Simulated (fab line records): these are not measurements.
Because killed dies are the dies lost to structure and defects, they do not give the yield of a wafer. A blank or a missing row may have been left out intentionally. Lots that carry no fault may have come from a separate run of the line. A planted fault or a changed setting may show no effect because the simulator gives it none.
Which tool did it?    flow nandHarc    11 lots, 33 wafers sampled, at 3 steps of a route of 1302

WHAT THE GAUGES READ, wafer by wafer
NHARC_A_CONTACT_CD_MEAS_42: the cd target is 300 nm.
lot   measured      on        cdNm (nm)
L202  day 21 20:10  cdSem-01  299.5 300.1 299.6
L207  day 24 01:08  cdSem-03  299.6 300.9 300.0
L209  day 24 11:41  cdSem-01  300.9 300.3 299.9
L208  day 24 10:48  cdSem-01  299.1 300.3 300.7
L212  day 26 08:37  cdSem-01  299.8 299.4 299.5
L213  day 26 15:21  cdSem-02  298.4 300.1 299.7
L216  day 27 12:25  cdSem-03  316.9 316.9 316.6
L220  day 28 15:01  cdSem-02  313.1 314.1 313.5
L219  day 29 11:54  cdSem-01  300.3 300.1 300.0
L224  day 30 18:25  cdSem-03  300.2 300.5 300.7
L225  day 30 19:05  cdSem-01  300.0 299.3 299.0

WHICH TOOL RAN EACH LOT (tool, then ch and the chambers of the sampled wafers, then the start)
lot   NHARC_A_WL_FILL_STRIP_29           NHARC_A_CONTACT_EXPOSE_39
L202  rieDiel-12 ch 1,2,3, day 21 07:58  arfiScanner-01 ch 0, day 21 20:01
L207  rieDiel-13 ch 0,3, day 23 11:36    arfiScanner-03 ch 0, day 24 01:00
L209  rieDiel-13 ch 1,2, day 23 22:35    arfiScanner-01 ch 0, day 24 11:33
L208  rieDiel-12 ch 1,2,3, day 23 22:55  arfiScanner-02 ch 0, day 24 10:40
L212  rieDiel-12 ch 1,2,3, day 25 20:36  arfiScanner-03 ch 0, day 26 08:29
L213  rieDiel-13 ch 2,3, day 26 00:42    arfiScanner-01 ch 0, day 26 15:13
L216  rieDiel-04 ch 1,2,3, day 27 00:32  arfiScanner-03 ch 0, day 27 12:16
L220  rieDiel-13 ch 0,1, day 27 23:25    arfiScanner-03 ch 0, day 28 14:53
L219  rieDiel-13 ch 0,2,3, day 28 19:42  arfiScanner-02 ch 0, day 29 11:46
L224  rieDiel-12 ch 1,3, day 30 04:46    arfiScanner-02 ch 0, day 30 18:16
L225  rieDiel-12 ch 1,3, day 30 04:49    arfiScanner-02 ch 0, day 30 18:57
- NHARC_A_WL_FILL_STRIP_29: strips in O2, time 20 s.
- NHARC_A_CONTACT_EXPOSE_39: exposes mask A CC 3.

THE ANSWER, worked out from the rows above alone
Rule: usual is defined by the lots themselves. Put in order of their means at a reading, lots are off if they are a third of the lots or fewer, leave a main group of 4 or more, and stand apart from it by a gap of 3 or more times the standard deviation of the main group's means; of several such gaps the widest counts. The tables above print the reading to a certain number of digits; a main group whose means all agree to those digits is not used. A lot without any number at a reading at which 4 lots or more have one is off too. The other lots that the step has rows for count as sound.
Off: L216, L220 (NHARC_A_CONTACT_CD_MEAS_42, cdNm). Main group: mean 299.9 nm, sd 0.38.
A tool fits if, at a process step before that reading, it ran every lot that is off, and no sound lot after the first of them. The gauges at NHARC_A_CONTACT_CD_MEAS_42 are tried like those tools. One fits: arfiScanner-03 at NHARC_A_CONTACT_EXPOSE_39. A fault onset in the window from L212 (day 26 08:29, its last sound lot) to L216 (day 27 12:16, its first lot off) fits.

WHAT THE SIMULATOR PUT IN
Process parameters drifting: arfiScanner-03 at NHARC_A_CONTACT_EXPOSE_39, beginning at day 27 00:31. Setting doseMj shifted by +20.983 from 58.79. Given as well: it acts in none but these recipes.
Lots struck among those shown: L216, L220. The rule above found the same.
